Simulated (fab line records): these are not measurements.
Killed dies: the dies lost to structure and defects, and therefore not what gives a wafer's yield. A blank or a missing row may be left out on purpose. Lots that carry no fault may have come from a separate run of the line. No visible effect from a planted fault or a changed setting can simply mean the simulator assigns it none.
fab line records | flow nand-harc
[record] lots = 13 | wafers = 39 | last-day = 34
route steps=1302 shown A_DECK1_JOINT@518 A_ONON_D2@549 A_CHANNEL_HOLE_D2@570 END@1302
lots with no fault: from the same line, run without faults
start-h: start of the lot's first displayed wafer, in hours after the record's first day | wait-h: hours from the lot's prior step to this one | " the same as in the row above | L1.1+2: several wafers, shown together as one row | - value missing, or start not given | * or withheld: withheld | < > ~ a bound
route shown NAME@n: NAME is a module with steps in the file, n the number in the route of the first one | usual: average and standard deviation across the fault-free wafers | same: alike in all rows | chamber/n: place in a boat | sites: each site's reading | _std_site: the standard deviation of these | _edge_site: outer sites' mean less inner sites' | radius-mm: for every site, how far away it sits from the centre of the wafer | mask NAME#n: copy n | behind: tool/chamber where the wafer was last shaped | hold: the reason the lot was held/the length of the hold in hours/how it ended | device: whichever transistor did not switch (one of n, p or np) | end of line: tests of these same wafers at the route's end | a step without rows: its recipe alone | killed: dies lost to structure and defects at the first sort, not the wafer's yield | map: a wafer's dies, marking killed ones x, the rest . and places with no die _
set.NAME: the setting that was run; set.NAME@STEP: the one run at that earlier step | model.NAME: the simulator's own value behind a step, which no gauge read
steps of the route over a sample of lots; a table a step, a row a wafer
services: the hour from which a tool's chamber was out of use, counted from the record's first day as start-h (under 0 if before that day), plus the number of hours and why
[[steps]]
[step NHARC_A_DECK1_JOINT_ETCHBACK_07]
[recipe] target-depth-a = 1050 | time-s = 26.9 | hbr-flow-sccm = 150 | rf-w = 350 | icp-w = 350 | bias-w = 60 | chemistry = HBr
[usual] chamber-pressure-mTorr = 14.999/0.014 | drypump-motor-current-A = 5.8/0.65 | hbr-flow-sccm = 150.0/0.43 | oes-product-au = 0.997/0.0069 | throttle-valve-pct = 23.267/0.0087
lot.wafer | tool      | chamber | start-h | wait-h | chamber-pressure-mTorr | drypump-motor-current-A | hbr-flow-sccm | oes-product-au | rf-hours-counter-h | throttle-valve-pct
L874.2    | rie-si-01 | 0       | 243.39  | 0.1    | 14.991                 | 5.4                     | 149.9         | 1.002          | 0.3                | 23.259
L874.3    | "         | 1       | "       | "      | 14.982                 | 6.5                     | 149.6         | 0.993          | 0.3                | 23.264
L874.6    | "         | 2       | "       | "      | 14.994                 | 6.1                     | 149.7         | 1.004          | -                  | 23.272
L876.3    | rie-si-01 | 0       | 259.66  | 0.1    | 15.012                 | 5.4                     | 149.8         | 1.001          | 0.4                | 23.258
L876.4    | "         | 1       | "       | "      | 15.023                 | 6.4                     | 149.6         | 1.009          | 0.4                | 23.276
L876.2    | "         | 2       | "       | "      | 15.009                 | 6.1                     | 150.5         | 1.000          | 0.3                | 23.263
L877.4    | rie-si-01 | 1       | 264.16  | 0.1    | 14.982                 | 6.5                     | 150.4         | 0.998          | 0.4                | 23.272
L877.5    | "         | 0       | "       | "      | 15.006                 | 5.4                     | 149.2         | 0.999          | -                  | 23.257
L877.6    | "         | 1       | "       | "      | 14.994                 | 6.5                     | 149.4         | 0.993          | -                  | 23.259
L878.2    | rie-si-06 | 0       | 274.09  | 0.1    | 14.990                 | 6.4                     | 149.9         | 0.995          | 0.1                | 23.265
L878.1    | "         | 2       | "       | "      | 14.991                 | 6.6                     | 150.0         | 0.997          | 0.1                | 23.266
L878.3    | "         | 3       | "       | "      | 14.986                 | 5.7                     | 149.8         | 0.998          | 0.2                | 23.275
L879.4    | rie-si-06 | 0       | 285.42  | 0.1    | 14.983                 | 6.4                     | 149.9         | 0.995          | 0.2                | 23.268
L879.1    | "         | 1       | "       | "      | 15.005                 | 5.1                     | 150.4         | 0.984          | 0.2                | 23.270
L879.3    | "         | 2       | "       | "      | 14.993                 | 6.6                     | 149.7         | 0.999          | 0.1                | 23.270
L881.3    | rie-si-06 | 3       | 308.30  | 0.1    | 15.002                 | 5.7                     | 149.7         | 0.991          | 0.3                | 23.260
L881.2    | "         | 0       | "       | "      | 14.982                 | 6.4                     | 150.7         | 0.998          | 0.4                | 23.263
L881.5    | "         | 3       | "       | "      | 15.008                 | 5.7                     | 150.6         | 1.001          | -                  | 23.258
L884.4    | rie-si-06 | 2       | 335.67  | 0.1    | 14.993                 | 6.6                     | 150.2         | 1.002          | 0.4                | 23.274
L884.2    | "         | 1       | "       | "      | 15.009                 | 5.1                     | 150.9         | 0.995          | 0.4                | 23.255
L884.6    | "         | 3       | "       | "      | 15.010                 | 5.7                     | 149.8         | 0.997          | -                  | 23.267
L886.4    | rie-si-01 | 2       | 360.39  | 0.1    | 15.008                 | 6.1                     | 150.6         | 0.990          | 0.9                | 23.258
L886.3    | "         | 1       | "       | "      | 15.008                 | 6.5                     | 150.1         | 1.004          | 1.0                | 23.274
L886.6    | "         | 2       | "       | "      | 14.988                 | 6.1                     | 150.5         | 1.005          | -                  | 23.243
L887.3    | rie-si-06 | 0       | 368.70  | 0.1    | 15.008                 | 6.4                     | 149.6         | 0.992          | 0.8                | 23.256
L887.4    | "         | 3       | "       | "      | 14.982                 | 5.7                     | 150.5         | 0.994          | -                  | 23.275
L887.6    | "         | 0       | "       | "      | 14.964                 | 6.4                     | 150.1         | 0.986          | -                  | 23.265
L891.3    | rie-si-01 | 0       | 397.00  | 0.1    | 14.975                 | 5.4                     | 150.3         | 0.995          | 0.1                | 23.261
L891.4    | "         | 1       | "       | "      | 15.015                 | 6.4                     | 150.2         | 0.995          | 0.1                | 23.261
L891.6    | "         | 3       | "       | "      | 15.005                 | 4.8                     | 150.1         | 0.988          | -                  | 23.276
L894.2    | rie-si-01 | 2       | 444.99  | 0.1    | 14.998                 | 6.1                     | 149.6         | 0.987          | 0.4                | 23.255
L894.1    | "         | 3       | "       | "      | 14.996                 | 4.7                     | 150.4         | 0.988          | 0.4                | 23.268
L894.4    | "         | 1       | "       | "      | 14.993                 | 6.4                     | 150.2         | 0.992          | 0.4                | 23.280
L895.2    | rie-si-05 | 0       | 453.11  | 0.1    | 14.998                 | 5.7                     | 150.7         | 1.009          | 0.9                | 23.275
L895.5    | "         | 2       | "       | "      | 15.015                 | 5.7                     | 150.0         | 1.002          | -                  | 23.278
L895.6    | "         | 3       | "       | "      | 15.002                 | 5.0                     | 149.8         | 0.997          | -                  | 23.262
L896.3    | rie-si-01 | 3       | 462.80  | 0.1    | 14.997                 | 4.7                     | 149.8         | 0.985          | 0.5                | 23.264
L896.2    | "         | 0       | "       | "      | 15.009                 | 5.4                     | 150.0         | 0.995          | 0.5                | 23.253
L896.5    | "         | 3       | "       | "      | 15.013                 | 4.7                     | 150.2         | 0.986          | -                  | 23.248
[step NHARC_A_ONON_D2_DEP_06]
[recipe] target-thk-a = 10000 | n2-flow-sccm = 2750 | n2o-flow-sccm = 2000 | nh3-flow-sccm = 500 | sih4-flow-sccm = 210 | temp-c = 400
[usual] n2o-flow-sccm = 2000/5.9 | susceptor-temp-C = 399.95/0.21
lot.wafer | tool          | chamber | start-h | wait-h | n2o-flow-sccm | susceptor-temp-C
L874.2    | pecvd-onon-01 | 0       | 283.35  | 0.1    | 2007          | 399.90
L874.3    | "             | 0       | "       | "      | 1993          | 400.00
L874.6    | "             | 0       | "       | "      | 2010          | 399.71
L876.2    | pecvd-onon-02 | 0       | 293.78  | 0.1    | 1994          | 399.56
L876.3    | "             | 0       | "       | "      | 2008          | 399.99
L876.4    | "             | 0       | "       | "      | 2008          | 400.13
L877.4    | pecvd-onon-01 | 0       | 296.55  | 0.2    | 2002          | 399.82
L877.5    | "             | 0       | "       | "      | 2001          | 399.74
L877.6    | "             | 0       | "       | "      | 2005          | 399.79
L878.1    | pecvd-onon-01 | 0       | 308.81  | 0.1    | 1999          | 400.04
L878.2    | "             | 0       | "       | "      | 2008          | 399.69
L878.3    | "             | 0       | "       | "      | 2009          | 399.90
L879.1    | pecvd-onon-01 | 0       | 319.96  | 0.1    | 2005          | 400.00
L879.3    | "             | 0       | "       | "      | 2008          | 400.45
L879.4    | "             | 0       | "       | "      | 2006          | 400.20
L881.2    | pecvd-onon-01 | 0       | 341.98  | 0.1    | 1989          | 400.12
L881.3    | "             | 0       | "       | "      | 1985          | 400.21
L881.5    | "             | 0       | "       | "      | 2000          | 400.10
L884.2    | pecvd-onon-02 | 0       | 381.23  | 0.1    | 1997          | 399.76
L884.4    | "             | 0       | "       | "      | 2006          | 400.24
L884.6    | "             | 0       | "       | "      | 2001          | 400.23
L886.3    | pecvd-onon-01 | 0       | 395.27  | 0.2    | 1999          | 399.97
L886.4    | "             | 0       | "       | "      | 1994          | 400.24
L886.6    | "             | 0       | "       | "      | 1991          | 399.74
L887.3    | pecvd-onon-01 | 0       | 404.32  | 0.2    | 1988          | 399.91
L887.4    | "             | 0       | "       | "      | 1998          | 399.78
L887.6    | "             | 0       | "       | "      | 1990          | 399.60
L891.3    | pecvd-onon-03 | 0       | 435.56  | 0.2    | 1999          | 399.95
L891.4    | "             | 0       | "       | "      | 2007          | 399.73
L891.6    | "             | 0       | "       | "      | 2002          | 400.10
L894.1    | pecvd-onon-01 | 0       | 481.27  | 0.1    | 1995          | 400.02
L894.2    | "             | 0       | "       | "      | 1990          | 400.08
L894.4    | "             | 0       | "       | "      | 2000          | 399.96
L895.2    | pecvd-onon-01 | 0       | 491.58  | 0.1    | 1995          | 400.01
L895.5    | "             | 0       | "       | "      | 1998          | 399.90
L895.6    | "             | 0       | "       | "      | 1990          | 399.92
L896.2    | pecvd-onon-01 | 0       | 500.77  | 0.1    | 2006          | 399.85
L896.3    | "             | 0       | "       | "      | 2005          | 399.81
L896.5    | "             | 0       | "       | "      | 2004          | 399.96
[step NHARC_A_ONON_D2_THK_MEAS_08]
[recipe] thk-meas-gauge = ellipsometry
[usual] thk-nm = 1001/8.1
lot.wafer | tool          | chamber | start-h | wait-h | thk-nm
L874.2    | film-metro-02 | -       | 283.80  | -      | 1005
L874.3    | "             | -       | "       | "      | 1005
L874.6    | "             | -       | "       | "      | 1005
L876.2    | film-metro-01 | -       | 294.24  | -      | 998
L876.3    | "             | -       | "       | "      | 996
L876.4    | "             | -       | "       | "      | 995
L877.4    | film-metro-01 | -       | 296.89  | -      | 1002
L877.5    | "             | -       | "       | "      | 1001
L877.6    | "             | -       | "       | "      | 999
L878.1    | film-metro-01 | -       | 309.32  | -      | 1001
L878.2    | "             | -       | "       | "      | 998
L878.3    | "             | -       | "       | "      | 999
L879.1    | film-metro-02 | -       | 320.47  | -      | 1012
L879.3    | "             | -       | "       | "      | 1012
L879.4    | "             | -       | "       | "      | 1012
L881.2    | film-metro-01 | -       | 342.43  | -      | 1003
L881.3    | "             | -       | "       | "      | 1002
L881.5    | "             | -       | "       | "      | 1002
L884.2    | film-metro-01 | -       | 381.69  | -      | 997
L884.4    | "             | -       | "       | "      | 997
L884.6    | "             | -       | "       | "      | 992
L886.3    | film-metro-02 | -       | 395.66  | -      | 1516
L886.4    | "             | -       | "       | "      | 1518
L886.6    | "             | -       | "       | "      | 1519
L887.3    | film-metro-02 | -       | 404.72  | -      | 1514
L887.4    | "             | -       | "       | "      | 1514
L887.6    | "             | -       | "       | "      | 1515
L891.3    | film-metro-02 | -       | 435.96  | -      | 990
L891.4    | "             | -       | "       | "      | 989
L891.6    | "             | -       | "       | "      | 990
L894.1    | film-metro-01 | -       | 481.77  | -      | 1003
L894.2    | "             | -       | "       | "      | 1005
L894.4    | "             | -       | "       | "      | 1003
L895.2    | film-metro-01 | -       | 492.04  | -      | 995
L895.5    | "             | -       | "       | "      | 996
L895.6    | "             | -       | "       | "      | 994
L896.2    | film-metro-01 | -       | 501.22  | -      | 1000
L896.3    | "             | -       | "       | "      | 1000
L896.5    | "             | -       | "       | "      | 999
[step NHARC_A_CHANNEL_HOLE_D2_DEP_00]
[recipe] target-thk-a = 31000 | temp-c = 400 | material = aC
[usual] susceptor-temp-C = 400.11/0.23 | throttle-valve-pct = 35.001/0.0091
lot.wafer | tool       | chamber | start-h | wait-h | susceptor-temp-C | throttle-valve-pct
L874.2    | acl-dep-01 | 0       | 302.83  | 5.0    | 400.56           | 35.015
L874.3    | "          | 0       | "       | "      | 400.35           | 35.004
L874.6    | "          | 0       | "       | "      | 400.23           | 35.006
L876.2    | acl-dep-02 | 0       | 308.19  | 0.4    | -                | 34.999
L876.3    | "          | 0       | "       | "      | -                | 35.009
L876.4    | "          | 0       | "       | "      | -                | 35.008
L877.4    | acl-dep-01 | 0       | 310.89  | 2.7    | -                | 35.005
L877.5    | "          | 0       | "       | "      | -                | 35.005
L877.6    | "          | 0       | "       | "      | -                | 35.006
L878.1    | acl-dep-02 | 0       | 322.50  | 0.1    | 400.10           | 35.028
L878.2    | "          | 0       | "       | "      | 400.19           | 35.007
L878.3    | "          | 0       | "       | "      | 400.39           | 35.000
L879.1    | acl-dep-03 | 0       | 331.90  | 0.1    | 399.81           | 34.997
L879.3    | "          | 0       | "       | "      | 399.99           | 34.989
L879.4    | "          | 0       | "       | "      | 400.04           | 34.989
L881.2    | acl-dep-03 | 0       | 354.52  | 0.4    | 400.00           | 34.991
L881.3    | "          | 0       | "       | "      | 400.02           | 35.000
L881.5    | "          | 0       | "       | "      | 399.96           | 34.998
L884.2    | acl-dep-02 | 0       | 395.03  | 1.4    | 400.47           | 34.998
L884.4    | "          | 0       | "       | "      | 400.19           | 34.992
L884.6    | "          | 0       | "       | "      | 399.92           | 35.005
L891.3    | acl-dep-01 | 0       | 450.08  | 2.4    | 400.05           | 35.001
L891.4    | "          | 0       | "       | "      | 400.23           | 35.009
L891.6    | "          | 0       | "       | "      | 400.43           | 34.989
L894.1    | acl-dep-01 | 0       | 496.63  | 0.1    | -                | 34.986
L894.2    | "          | 0       | "       | "      | -                | 35.003
L894.4    | "          | 0       | "       | "      | -                | 35.004
L895.2    | acl-dep-01 | 0       | 506.98  | 0.4    | -                | 35.000
L895.5    | "          | 0       | "       | "      | -                | 34.992
L895.6    | "          | 0       | "       | "      | -                | 34.996
L896.2    | acl-dep-02 | 0       | 516.98  | 2.7    | 399.87           | 34.981
L896.3    | "          | 0       | "       | "      | 399.66           | 34.999
L896.5    | "          | 0       | "       | "      | 399.89           | 35.001
[step NHARC_END_SORT_01]
[recipe] temp-c = 25
[usual] killed-at-array = 58/20 | killed-at-other = 0.9/1.4 | killed-at-periphery = 4/3.1 | killed-dies = 63/20 | killed-open = 3.3/1.8 | killed-short = 2.4/1.5
[same] gross-dies = 677
lot.wafer | tool      | chamber | start-h | wait-h | killed-at-array | killed-at-other | killed-at-periphery | killed-dies | killed-open | killed-short
L886.3    | prober-02 | 0       | 689.32  | 3.1    | 672             | 1               | 4                   | 677         | 5           | 3
L886.4    | prober-02 | 0       | 690.11  | 3.4    | 673             | 1               | 3                   | 677         | 4           | 4
L886.6    | prober-02 | 0       | 691.71  | 4.0    | 669             | 1               | 7                   | 677         | 6           | 4
L887.3    | prober-01 | 0       | 724.15  | 3.0    | 673             | 1               | 3                   | 677         | 5           | 4
L887.4    | prober-01 | 0       | 724.94  | 3.3    | 671             | 0               | 6                   | 677         | 2           | 0
L887.6    | prober-01 | 0       | 726.52  | 4.0    | 673             | 1               | 3                   | 677         | 4           | 4
// killed by level:class
L886.3 A_ONON_D2:area-dep=621 A_CHANNEL_HOLE_D1:chamber-film-flake=25 A_CHANNEL_HOLE_D2:chamber-film-flake=10 A_SLIT:chamber-film-flake=3 A_CHANNEL_FILL_D2:geometric-particle:open=2 P_BONDPAD:chamber-film-flake=2 A_STAIRCASE:chamber-film-flake=2 A_WL_FILL:chamber-film-flake=2
L886.4 A_ONON_D2:area-dep=604 A_CHANNEL_HOLE_D1:chamber-film-flake=32 A_CHANNEL_HOLE_D2:chamber-film-flake=19 P_BONDPAD:chamber-film-flake=3 A_STAIRCASE:chamber-film-flake=3 A_SLIT:chamber-film-flake=3 A_ZERO_WELL:chamber-film-flake=2 A_CHANNEL_FILL_D1:geometric-particle:short=1
L886.6 A_ONON_D2:area-dep=597 A_CHANNEL_HOLE_D1:chamber-film-flake=36 A_CHANNEL_HOLE_D2:chamber-film-flake=23 P_BONDPAD:chamber-film-flake=4 A_CHANNEL_FILL_D1:geometric-particle:open=2 P_CONTACT:geometric-particle:open=1 A_ONON_D1:geometric-particle:short=1 A_CHANNEL_HOLE_D1:geometric-particle:short=1
L887.3 A_ONON_D2:area-dep=609 A_CHANNEL_HOLE_D1:chamber-film-flake=28 A_CHANNEL_HOLE_D2:chamber-film-flake=21 A_CONTACT:chamber-film-flake=3 A_STAIRCASE:chamber-film-flake=2 P_CONTACT:geometric-particle:open=1 A_SOURCE_PLATE:geometric-particle:open=1 A_ONON_D1:geometric-particle:short=1
L887.4 A_ONON_D2:area-dep=609 A_CHANNEL_HOLE_D1:chamber-film-flake=40 A_CHANNEL_HOLE_D2:chamber-film-flake=11 A_SLIT:chamber-film-flake=5 A_STAIRCASE:chamber-film-flake=5 P_ZERO_WELL:chamber-film-flake=3 P_BONDPAD:chamber-film-flake=2 P_CONTACT:geometric-particle:open=1
L887.6 A_ONON_D2:area-dep=599 A_CHANNEL_HOLE_D1:chamber-film-flake=26 A_CHANNEL_HOLE_D2:chamber-film-flake=25 A_STAIRCASE:chamber-film-flake=10 A_SLIT:chamber-film-flake=3 P_ZERO_WELL:chamber-film-flake=2 A_CONTACT:chamber-film-flake=2 P_CONTACT:geometric-particle:open=1
[[services]]
tool          | chamber | start-h | hours | kind
rie-si-01     | -       | 229.14  | 0.2   | repair
pecvd-onon-03 | -       | 232.75  | 13.0  | pm
acl-dep-02    | -       | 242.73  | 13.0  | pm
rie-si-06     | -       | 249.00  | 9.0   | pm
pecvd-onon-01 | -       | 269.00  | 13.0  | pm
rie-si-06     | 3       | 287.00  | 8.2   | repair
acl-dep-03    | -       | 300.58  | 13.0  | pm
rie-si-01     | 1       | 300.97  | 5.4   | repair
pecvd-onon-03 | -       | 304.18  | 1.9   | repair
rie-si-05     | -       | 305.00  | 9.0   | pm
rie-si-06     | 1       | 314.20  | 14.6  | repair
rie-si-01     | -       | 321.21  | 0.2   | repair
rie-si-05     | 1       | 336.86  | 1.0   | repair
rie-si-06     | 1       | 364.47  | 18.8  | repair
pecvd-onon-02 | -       | 366.27  | 13.0  | pm
rie-si-01     | -       | 370.00  | 9.0   | pm
acl-dep-01    | -       | 371.07  | 13.0  | pm
rie-si-06     | 3       | 379.99  | 5.7   | repair
rie-si-06     | -       | 426.00  | 9.0   | pm
acl-dep-02    | -       | 427.31  | 13.0  | pm
pecvd-onon-01 | -       | 450.00  | 13.0  | pm
rie-si-01     | 3       | 475.45  | 9.4   | repair
acl-dep-03    | -       | 481.58  | 13.0  | pm
rie-si-01     | 1       | 501.39  | 5.3   | repair
[[key]]
[first-sign] step = NHARC_A_ONON_D2_THK_MEAS_08 | reading = thk-nm | direction = up | sigmas = 64 | usual = 1001 | struck = 1516
[effect] step = NHARC_END_SORT_01 | reading = killed-at-array | direction = up | sigmas = 31 | usual = 58 | struck = 672
[more-kills-born-at] NHARC_A_ONON_D2_DEP_06@pecvd-onon-01 = 3639
met-at NHARC_A_ONON_D2_DEP_06
struck-lots L886,L887
struck-wafers L886.3,L886.4,L886.6,L887.3,L887.4,L887.6
later-rows-left-out L886.3,L886.4,L886.6,L887.3,L887.4,L887.6
tester-left-out L886,L887
not-acting-at NHARC_A_DECK1_JOINT_ETCHBACK_07,NHARC_A_CHANNEL_HOLE_D2_DEP_00
onset-between 341.98 395.27
[fault] kind = process-parameter-drift | tool = pecvd-onon-01 | chamber = 0 | onset-h = 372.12 | steps = NHARC_A_ONON_D2_DEP_06 | channel = target-thk-a | offset = * | shape = step | end-h = 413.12 | acts-in = * | stated = *
// tester-left-out: of these lots the tester's yield and bins aren't shown, on N5 and GAA mostly nor the transistor test; their killed dies are dies lost to structure and defects alone, not to doping, threshold or leakage, so they don't give the yield
// later-rows-left-out: the simulator's readings of these wafers behind a module that went badly wrong aren't trusted and aren't shown, but for the sort
